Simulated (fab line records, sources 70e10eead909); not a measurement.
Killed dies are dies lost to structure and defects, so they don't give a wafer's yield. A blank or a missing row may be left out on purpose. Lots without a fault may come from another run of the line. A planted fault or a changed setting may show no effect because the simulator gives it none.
Chamber matching | flow nand_harc | NHARC_P_M0_CMP_23 on cmp-01: 4 sister chambers
The step polishes, t overpolish 20 s, target thk 117.54 nm. 16 wafers are shown with their chamber, then 8 later ones without.

WAFERS WITH THEIR CHAMBER
wafer  | chamber | motor_current_A (A) | time_to_endpoint_s (s) | slurry_flow_ml_min
L078.2 | 1       | 13.3                | 25                     | 149.8
L078.3 | 0       | 11.1                | 24                     | 150.4
L078.5 | 3       | 13.6                | 26                     | 150.1
L080.2 | 2       | 13.8                | 27                     | 150.0
L080.4 | 1       | 13.2                | 28                     | 149.6
L080.6 | 2       | 13.2                | 26                     | 150.5
L081.1 | 2       | 13.6                | 25                     | 149.9
L081.2 | 0       | 11.3                | 23                     | 150.5
L081.3 | 3       | 13.2                | 29                     | 150.7
L082.1 | 3       | 13.8                | 25                     | 150.3
L082.3 | 1       | 12.7                | 22                     | 150.0
L082.6 | 1       | 12.9                | 24                     | 150.4
L087.4 | 0       | 11.1                | 24                     | 150.5
L087.5 | 2       | 13.3                | 24                     | 150.5
L087.6 | 3       | 13.1                | 27                     | 149.8
L092.1 | 2       | 13.2                | 27                     | 149.9

SIGNATURES (means of the wafers above)
reading            | chamber 0 | chamber 1 | chamber 2 | chamber 3 | scatter within a chamber
motor_current_A    | 11.167    | 13.025    | 13.420    | 13.425    | 0.269
time_to_endpoint_s | 23.67     | 24.75     | 25.80     | 26.75     | 1.71
slurry_flow_ml_min | 150.467   | 149.950   | 150.160   | 150.225   | 0.313
Rule: a wafer's distance from a chamber is the root of the sum, over the readings, of the square of ((its reading less the chamber's mean) divided by the reading's scatter). The wafer belongs to the nearest chamber; if the next one is less than 2 further off, it can't be placed. The scatter: the root of (the sum of the squares of (reading less its chamber's mean) over the shown wafers, divided by (wafers less chambers)).

WAFERS WITHOUT THEIR CHAMBER
wafer  | motor_current_A (A) | time_to_endpoint_s (s) | slurry_flow_ml_min
L092.5 | 13.2                | 27                     | 150.6
L092.6 | 11.2                | 26                     | 150.5
L093.1 | 12.3                | 30                     | 150.6
L093.2 | 11.3                | 27                     | 150.2
L093.5 | 12.8                | 31                     | 149.4
L094.1 | 13.0                | 32                     | 150.1
L094.2 | 12.9                | 33                     | 151.1
L094.5 | 13.0                | 33                     | 150.3

WHICH CHAMBER EACH WENT THROUGH
wafer  | from the rows above               | in truth
L092.5 | can't be placed: 3 or 2 or 1      | 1
L092.6 | 0                                 | 0
L093.1 | can't be placed: 1 or 3 or 2 or 0 | 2
L093.2 | 0                                 | 0
L093.5 | can't be placed: 1 or 3 or 2      | 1
L094.1 | can't be placed: 3 or 2 or 1      | 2
L094.2 | can't be placed: 3 or 2 or 1      | 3
L094.5 | can't be placed: 3 or 2 or 1      | 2
Placed correctly: 2 of 8. Can't be placed from these rows: 6 (the true chamber is among the candidates in 6). Placed wrongly: 0.
